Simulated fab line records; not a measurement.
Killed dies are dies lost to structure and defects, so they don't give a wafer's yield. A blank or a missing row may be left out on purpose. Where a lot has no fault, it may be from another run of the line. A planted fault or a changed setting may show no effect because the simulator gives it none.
Which of the tools did it? ; flow nand-harc ; 45 wafers from 15 lots sampled at 4 of the route's 1302 steps

WHAT THE GAUGES READ, wafer by wafer
No reading from a measuring or inspecting step in the record can be judged against a usual standard deviation.

TOOL THAT RAN EACH LOT (tool first, then ch and the chambers of the sampled wafers, then the start)
lot;NHARC_A_STAIRCASE_ETCH_271;NHARC_A_STAIRCASE_HM_DEP_459;NHARC_A_STAIRCASE_DEP_280;NHARC_A_STAIRCASE_DEVELOP_309
L117;rie-diel-08 ch 1,2,3, day 16 04:43;acl-dep-02 ch 0, day 16 09:43;pecvd-02 ch 1,2, day 16 11:02;litho-track-02 ch 0, day 16 20:00
L119;rie-diel-04 ch 0,1, day 16 22:28;acl-dep-01 ch 0, day 17 03:48;pecvd-01 ch 0,1,2, day 17 04:50;litho-track-05 ch 0, day 17 15:00
L120;rie-diel-08 ch 0,1,2, day 17 13:17;acl-dep-03 ch 0, day 17 16:14;pecvd-01 ch 0,1,2, day 17 18:05;litho-track-02 ch 0, day 18 01:00
L122;rie-diel-08 ch 0,1,3, day 18 14:10;acl-dep-03 ch 0, day 18 17:06;pecvd-02 ch 0,1,2, day 18 18:58;litho-track-05 ch 0, day 19 00:00
L123;rie-diel-04 ch 1,2,3, day 18 15:17;acl-dep-01 ch 0, day 18 18:13;pecvd-01 ch 0,1, day 18 20:19;litho-track-05 ch 0, day 19 01:00
L126;rie-diel-04 ch 0,2,3, day 20 10:18;acl-dep-01 ch 0, day 20 14:25;pecvd-03 ch 0,1, day 20 16:22;litho-track-07, day 20 23:00
L128;rie-diel-07 ch 0,1,3, day 21 02:35;acl-dep-02 ch 0, day 21 05:32;pecvd-02 ch 0,1, day 21 07:25;litho-track-02, day 21 14:00
L129;rie-diel-07 ch 0,3, day 21 04:12;acl-dep-01 ch 0, day 21 07:53;pecvd-03 ch 0,1,2, day 21 09:10;litho-track-05, day 21 17:00
L132;rie-diel-07 ch 0,1, day 22 03:15;acl-dep-02 ch 0, day 22 08:41;pecvd-03 ch 0,1, day 22 10:14;litho-track-07 ch 0, day 22 15:00
L135;rie-diel-07 ch 0,1,3, day 24 05:17;acl-dep-01 ch 0, day 24 14:27;pecvd-02 ch 0,1,2, day 24 15:28;litho-track-02 ch 0, day 24 21:00
L136;rie-diel-04 ch 0,3, day 24 10:19;acl-dep-03 ch 0, day 24 15:17;pecvd-03 ch 0,1,2, day 24 16:19;litho-track-02 ch 0, day 24 22:00
L137;rie-diel-04 ch 0,1,2, day 24 10:28;acl-dep-01 ch 0, day 24 15:21;pecvd-02 ch 0,1, day 24 17:16;litho-track-05 ch 0, day 24 23:00
L139;rie-diel-07 ch 1,2, day 25 05:25;acl-dep-01 ch 0, day 25 08:40;pecvd-01 ch 0,1,2, day 25 10:17;litho-track-07 ch 0, day 25 18:00
L138;rie-diel-08 ch 0,2,3, day 25 07:24;acl-dep-01 ch 0, day 25 10:20;pecvd-02 ch 0,1,2, day 25 12:12;litho-track-07 ch 0, day 25 22:00
L140;rie-diel-04 ch 0,3, day 26 00:29;acl-dep-03 ch 0, day 26 03:44;pecvd-01 ch 1,2, day 26 05:35;litho-track-07 ch 0, day 26 11:00
- NHARC_A_STAIRCASE_ETCH_271: etches the open film in CF4/CHF3.
- NHARC_A_STAIRCASE_HM_DEP_459: deposits aC, target thk 1500 nm.
- NHARC_A_STAIRCASE_DEP_280: deposits SiON, target thk 30 nm.
- NHARC_A_STAIRCASE_DEVELOP_309: time 140 s.

WHAT THE TOOLS THEMSELVES READ (means of the sampled wafers that have a number; where no wafer has one, the mark that the record gives instead)
NHARC_A_STAIRCASE_ETCH_271.
lot;tool;drypump-motor-current-A (A);mfc-ar-sccm (sccm);oes-product-au (a.u.);rf-fwd-power-W (W);rf-vpp-V (V);showerhead-plenum-p-Torr (Torr);throttle-valve-pct (%)
L117;rie-diel-08;5.7;0.021;0.967;496.7;367.8;1.50;16.802
L119;rie-diel-04;5.1;0.016;0.971;497.6;368.5;1.53;16.792
L120;rie-diel-08;5.6;0.021;0.962;497.2;372.1;1.63;16.793
L122;rie-diel-08;5.7;0.015;0.967;495.3;373.0;1.63;16.799
L123;rie-diel-04;5.3;0.020;0.938;497.3;371.5;1.60;16.800
L126;rie-diel-04;5.6;0.012;0.925;496.3;372.5;1.62;16.800
L128;rie-diel-07;5.8;0.013;0.952;496.3;371.8;1.59;16.808
L129;rie-diel-07;5.8;0.006;0.966;497.0;372.6;1.62;16.804
L132;rie-diel-07;5.7;0.007;0.918;497.1;371.2;1.60;16.807
L135;rie-diel-07;5.8;0.013;0.922;494.5;370.6;1.58;16.794
L136;rie-diel-04;5.6;0.008;0.922;497.9;369.6;1.58;16.809
L137;rie-diel-04;5.5;0.013;0.933;497.2;370.6;1.57;16.807
L139;rie-diel-07;5.6;0.007;0.921;496.7;369.1;1.54;16.797
L138;rie-diel-08;5.5;0.007;0.925;496.9;369.8;1.56;16.800
L140;rie-diel-04;5.6;0.008;0.923;495.9;370.7;1.58;16.809

NHARC_A_STAIRCASE_HM_DEP_459.
lot;tool;throttle-valve-pct (%)
L117;acl-dep-02;35.001
L119;acl-dep-01;35.001
L120;acl-dep-03;35.000
L122;acl-dep-03;34.988
L123;acl-dep-01;34.996
L126;acl-dep-01;35.008
L128;acl-dep-02;35.012
L129;acl-dep-01;34.994
L132;acl-dep-02;35.007
L135;acl-dep-01;34.998
L136;acl-dep-03;35.007
L137;acl-dep-01;34.997
L139;acl-dep-01;34.999
L138;acl-dep-01;34.996
L140;acl-dep-03;35.003

NHARC_A_STAIRCASE_DEP_280.
lot;tool;heater-power-w (W);rf-fwd-power-W (W);showerhead-vpp-V (V)
L117;pecvd-02;739;348.1;1134
L119;pecvd-01;656;348.4;1195
L120;pecvd-01;658;348.0;1201
L122;pecvd-02;735;348.4;1170
L123;pecvd-01;641;348.8;1240
L126;pecvd-03;738;348.9;1082
L128;pecvd-02;714;348.5;1169
L129;pecvd-03;759;348.7;1134
L132;pecvd-03;707;349.2;1133
L135;pecvd-02;722;347.4;1164
L136;pecvd-03;758;348.7;1132
L137;pecvd-02;719;348.6;1177
L139;pecvd-01;624;347.8;1206
L138;pecvd-02;749;348.6;1173
L140;pecvd-01;686;347.5;1205

NHARC_A_STAIRCASE_DEVELOP_309.
lot;tool;chill-plate-temp-C (C);exhaust-pa (Pa)
L117;litho-track-02;22.92;44.5
L119;litho-track-05;22.97;44.1
L120;litho-track-02;23.03;44.8
L122;litho-track-05;23.06;46.3
L123;litho-track-05;22.97;43.8
L126;litho-track-07;-;-
L128;litho-track-02;-;-
L129;litho-track-05;-;-
L132;litho-track-07;22.97;45.3
L135;litho-track-02;23.03;44.6
L136;litho-track-02;22.81;45.2
L137;litho-track-05;23.04;45.6
L139;litho-track-07;22.99;45.2
L138;litho-track-07;23.04;44.1
L140;litho-track-07;22.88;45.0

THE ANSWER, worked out from the rows above alone
Rule: the lots themselves supply what counts as usual. Put in order of their means at a reading, lots are off if they are a third of the lots or fewer, leave a main group of 4 or more, and stand apart from it by a gap of 3 or more times the standard deviation of the main group's means; of several such gaps the widest counts. The tables above print the reading to a certain number of digits; a main group whose means all agree to those digits is not used. Also off: a lot with no number at a reading for which 4 or more lots have one. Any other lot the step has rows for is counted as sound. Order of review: gauges by route order, followed by the tools' own readings, for which a lot's mean as printed above is used. At the first step where some lot is off, the reading lying furthest off is the one used; lots without a number count as furthest.
Off at NHARC_A_STAIRCASE_DEVELOP_309 (chill-plate-temp-C): L126, L128, L129. Without a number there: L126, L128, L129. The main group: mean 22.98 C, standard deviation 0.071.
If a tool, at that step or one of the process steps before it, ran each lot that is off and ran no sound lot following the first of them, it fits. Not one of the candidates tried fits.

WHAT THE SIMULATOR PUT IN
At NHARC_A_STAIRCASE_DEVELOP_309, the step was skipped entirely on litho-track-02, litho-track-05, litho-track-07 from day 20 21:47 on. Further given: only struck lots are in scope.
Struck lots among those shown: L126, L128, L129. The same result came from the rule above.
